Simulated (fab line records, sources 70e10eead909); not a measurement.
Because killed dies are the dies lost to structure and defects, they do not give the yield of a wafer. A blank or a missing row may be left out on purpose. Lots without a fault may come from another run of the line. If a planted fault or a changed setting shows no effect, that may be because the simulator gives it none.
What tool caused it? + flow nandHarc + 42 wafers from 14 lots sampled at 4 of the route's 1302 steps

== WHAT EACH GAUGE READ, for each wafer ==
The record holds no reading of a measuring or inspecting step that can be judged against a usual standard deviation.

== TOOL THAT RAN EACH LOT (tool first, then ch and the chambers of the sampled wafers, then the start) ==
| lot  | NHARC_A_CONTACT_DESCUM_47         | NHARC_A_CONTACT_ETCH_112           | NHARC_A_CONTACT_ETCH_116           | NHARC_A_CONTACT_ETCH_121           |
|------|-----------------------------------|------------------------------------|------------------------------------|------------------------------------|
| L230 | rieDiel-01 ch 0,2,3, day 21 20:10 | harCapEtch-02 ch 0,1, day 21 22:13 | harCapEtch-02 ch 0,1, day 21 22:53 | harCapEtch-02 ch 0,1, day 21 23:45 |
| L233 | rieDiel-08 ch 0,3, day 23 00:07   | harCapEtch-02 ch 0,1, day 23 02:22 | harCapEtch-02 ch 0,1, day 23 03:03 | harCapEtch-02 ch 0,1, day 23 03:54 |
| L232 | rieDiel-08 ch 1,2,3, day 23 00:17 | harCapEtch-01 ch 0,1, day 23 03:13 | harCapEtch-01 ch 0,1, day 23 03:55 | harCapEtch-01 ch 0,1, day 23 04:46 |
| L234 | rieDiel-04 ch 0,1,2, day 23 18:05 | harCapEtch-01 ch 0,1, day 23 20:17 | harCapEtch-01 ch 0,1, day 23 21:11 | harCapEtch-01 ch 0,1, day 23 22:20 |
| L236 | rieDiel-08 ch 0,2,3, day 24 03:48 | harCapEtch-02 ch 0,1, day 24 05:49 | harCapEtch-02 ch 0,1, day 24 06:30 | harCapEtch-02 ch 0,1, day 24 07:21 |
| L238 | rieDiel-08 ch 0,3, day 25 03:44   | harCapEtch-01 ch 0,1, day 25 05:46 | harCapEtch-01 ch 0,1, day 25 06:26 | harCapEtch-01 ch 0,1, day 25 07:18 |
| L243 | rieDiel-08 ch 0,3, day 28 10:04   | harCapEtch-02 ch 0,1, day 28 12:07 | harCapEtch-02 ch 0,1, day 28 12:48 | harCapEtch-02 ch 0,1, day 28 13:40 |
| L248 | rieDiel-08 ch 0,2,3, day 28 21:43 | harCapEtch-02 ch 0,1, day 28 23:43 | harCapEtch-02 ch 0,1, day 29 00:24 | harCapEtch-02 ch 0,1, day 29 01:16 |
| L247 | rieDiel-04 ch 0,2,3, day 29 01:59 | harCapEtch-03 ch 0,1, day 29 04:03 | harCapEtch-03 ch 0,1, day 29 04:44 | harCapEtch-03 ch 0,1, day 29 05:35 |
| L246 | rieDiel-04 ch 2,3, day 29 10:50   | harCapEtch-03 ch 0,1, day 29 13:07 | harCapEtch-03 ch 0,1, day 29 14:02 | harCapEtch-03 ch 0,1, day 29 15:10 |
| L249 | rieDiel-04 ch 0,2,3, day 30 01:49 | harCapEtch-01 ch 0,1, day 30 03:56 | harCapEtch-01 ch 0,1, day 30 04:37 | harCapEtch-01 ch 0,1, day 30 05:28 |
| L250 | rieDiel-04 ch 0,3, day 30 03:57   | harCapEtch-02 ch 0, day 30 06:01   | harCapEtch-02 ch 0, day 30 06:42   | harCapEtch-02 ch 0, day 30 07:33   |
| L252 | rieDiel-08 ch 1,2,3, day 30 21:34 | harCapEtch-01 ch 0,1, day 30 23:35 | harCapEtch-01 ch 0,1, day 31 00:16 | harCapEtch-01 ch 0,1, day 31 01:07 |
| L251 | rieDiel-04 ch 1,2, day 31 02:18   | harCapEtch-02 ch 0,1, day 31 04:52 | harCapEtch-02 ch 0,1, day 31 05:32 | harCapEtch-02 ch 0,1, day 31 06:23 |
- NHARC_A_CONTACT_DESCUM_47: chemistry O2, time 3 s.
- NHARC_A_CONTACT_ETCH_112: etches the open film in C4F8/O2/Ar, time 190 s, target depth 1850 nm.
- NHARC_A_CONTACT_ETCH_116: etches the open film in C4F8/O2/Ar, time 190 s, target depth 1850 nm.
- NHARC_A_CONTACT_ETCH_121: etches the open film in C4F8/O2/Ar, time 190 s, target depth 1850 nm.

== WHAT THE TOOLS THEMSELVES READ (means of the sampled wafers that have a number; where no wafer has one, the mark that the record gives instead) ==
NHARC_A_CONTACT_DESCUM_47.
| lot  | tool       | drypumpMotorCurrentA (A) | oesProductAu (a.u.) | rfVppV (V) | showerheadPlenumPTorr (Torr) | throttleValvePct (%) |
|------|------------|--------------------------|---------------------|------------|------------------------------|----------------------|
| L230 | rieDiel-01 | 5.8                      | 1.005               | 58.1       | 1.87                         | 11.307               |
| L233 | rieDiel-08 | 5.9                      | 1.002               | 57.5       | 1.86                         | 11.310               |
| L232 | rieDiel-08 | 6.2                      | 0.986               | 58.4       | 1.87                         | 11.313               |
| L234 | rieDiel-04 | 5.9                      | 1.007               | 58.1       | 1.99                         | 11.311               |
| L236 | rieDiel-08 | 5.9                      | 0.990               | 57.4       | 1.86                         | 11.311               |
| L238 | rieDiel-08 | 5.9                      | 0.989               | 58.2       | 1.86                         | 11.310               |
| L243 | rieDiel-08 | 5.9                      | 1.000               | 57.7       | 1.86                         | 11.315               |
| L248 | rieDiel-08 | 5.9                      | 1.002               | 57.6       | 1.86                         | 11.312               |
| L247 | rieDiel-04 | 5.8                      | 0.993               | 58.3       | 2.04                         | 11.312               |
| L246 | rieDiel-04 | 5.2                      | 0.994               | 58.7       | 2.04                         | 11.318               |
| L249 | rieDiel-04 | 5.8                      | 1.001               | 58.2       | 2.04                         | 11.312               |
| L250 | rieDiel-04 | 6.3                      | 0.997               | 58.1       | 2.05                         | 11.315               |
| L252 | rieDiel-08 | 6.3                      | 0.986               | 57.5       | 1.86                         | 11.309               |
| L251 | rieDiel-04 | 5.4                      | 1.004               | 58.3       | 1.97                         | 11.311               |

NHARC_A_CONTACT_ETCH_112.
| lot  | tool          | chamberPressureMTorr (mTorr) | oesAirLineAu (a.u.) |
|------|---------------|------------------------------|---------------------|
| L230 | harCapEtch-02 | 19.985                       | 1.011               |
| L233 | harCapEtch-02 | 20.009                       | 1.002               |
| L232 | harCapEtch-01 | 20.016                       | 0.985               |
| L234 | harCapEtch-01 | 19.994                       | 0.993               |
| L236 | harCapEtch-02 | 20.004                       | 1.014               |
| L238 | harCapEtch-01 | 19.983                       | 0.978               |
| L243 | harCapEtch-02 | -                            | -                   |
| L248 | harCapEtch-02 | 20.016                       | 1.009               |
| L247 | harCapEtch-03 | 19.992                       | 0.994               |
| L246 | harCapEtch-03 | -                            | -                   |
| L249 | harCapEtch-01 | 19.988                       | 1.009               |
| L250 | harCapEtch-02 | 19.987                       | 1.002               |
| L252 | harCapEtch-01 | 20.008                       | 0.984               |
| L251 | harCapEtch-02 | 20.006                       | 0.969               |

NHARC_A_CONTACT_ETCH_116.
| lot  | tool          | chamberPressureMTorr (mTorr) | oesAirLineAu (a.u.) |
|------|---------------|------------------------------|---------------------|
| L230 | harCapEtch-02 | 20.003                       | 1.015               |
| L233 | harCapEtch-02 | 19.988                       | 1.001               |
| L232 | harCapEtch-01 | 20.017                       | 0.989               |
| L234 | harCapEtch-01 | 19.983                       | 1.004               |
| L236 | harCapEtch-02 | 20.004                       | 0.998               |
| L238 | harCapEtch-01 | 19.986                       | 1.016               |
| L243 | harCapEtch-02 | 20.001                       | 1.003               |
| L248 | harCapEtch-02 | 20.002                       | 1.012               |
| L247 | harCapEtch-03 | 20.001                       | 1.009               |
| L246 | harCapEtch-03 | 19.990                       | 1.010               |
| L249 | harCapEtch-01 | 20.004                       | 1.007               |
| L250 | harCapEtch-02 | 19.975                       | 1.016               |
| L252 | harCapEtch-01 | 19.988                       | 0.986               |
| L251 | harCapEtch-02 | 19.997                       | 1.016               |

NHARC_A_CONTACT_ETCH_121.
| lot  | tool          | chamberPressureMTorr (mTorr) | oesAirLineAu (a.u.) |
|------|---------------|------------------------------|---------------------|
| L230 | harCapEtch-02 | 19.996                       | 1.014               |
| L233 | harCapEtch-02 | 19.998                       | 1.009               |
| L232 | harCapEtch-01 | 19.994                       | 1.018               |
| L234 | harCapEtch-01 | 20.015                       | 1.012               |
| L236 | harCapEtch-02 | 20.001                       | 0.999               |
| L238 | harCapEtch-01 | 20.003                       | 1.001               |
| L243 | harCapEtch-02 | 20.004                       | 0.970               |
| L248 | harCapEtch-02 | 20.006                       | 1.000               |
| L247 | harCapEtch-03 | 20.012                       | 1.022               |
| L246 | harCapEtch-03 | 20.006                       | 0.999               |
| L249 | harCapEtch-01 | 20.005                       | 1.012               |
| L250 | harCapEtch-02 | 19.991                       | 0.978               |
| L252 | harCapEtch-01 | 19.998                       | 1.002               |
| L251 | harCapEtch-02 | 19.987                       | 0.994               |

== THE ANSWER, worked out from the rows above alone ==
Rule: usual is defined by the lots themselves. Put in order of their means at a reading, lots are off if they are a third of the lots or fewer, leave a main group of 4 or more, and stand apart from it by a gap of 3 or more times the standard deviation of the main group's means; of several such gaps the widest counts. A main group is skipped when, at the precision printed for the reading in the tables above, its means are all equal. Also off: a lot with no number at a reading for which 4 or more lots have one. All remaining lots with rows at the step are treated as sound. The gauges are gone through in route order, then the tools' own readings, and for those a lot's mean is taken as printed above. The first step at which some lot is off is used, and at that step the reading that is off furthest; a lot without a number counts as furthest.
Off: L243, L246 (NHARC_A_CONTACT_ETCH_112, chamberPressureMTorr). Without a number there: L243, L246. The main group has a mean of 19.999 mTorr with a standard deviation of 0.012.
If a tool, at that step or one of the process steps before it, ran each lot that is off and ran no sound lot following the first of them, it fits. None of those tried fits.

== WHAT HAD BEEN PUT IN BY THE SIMULATOR ==
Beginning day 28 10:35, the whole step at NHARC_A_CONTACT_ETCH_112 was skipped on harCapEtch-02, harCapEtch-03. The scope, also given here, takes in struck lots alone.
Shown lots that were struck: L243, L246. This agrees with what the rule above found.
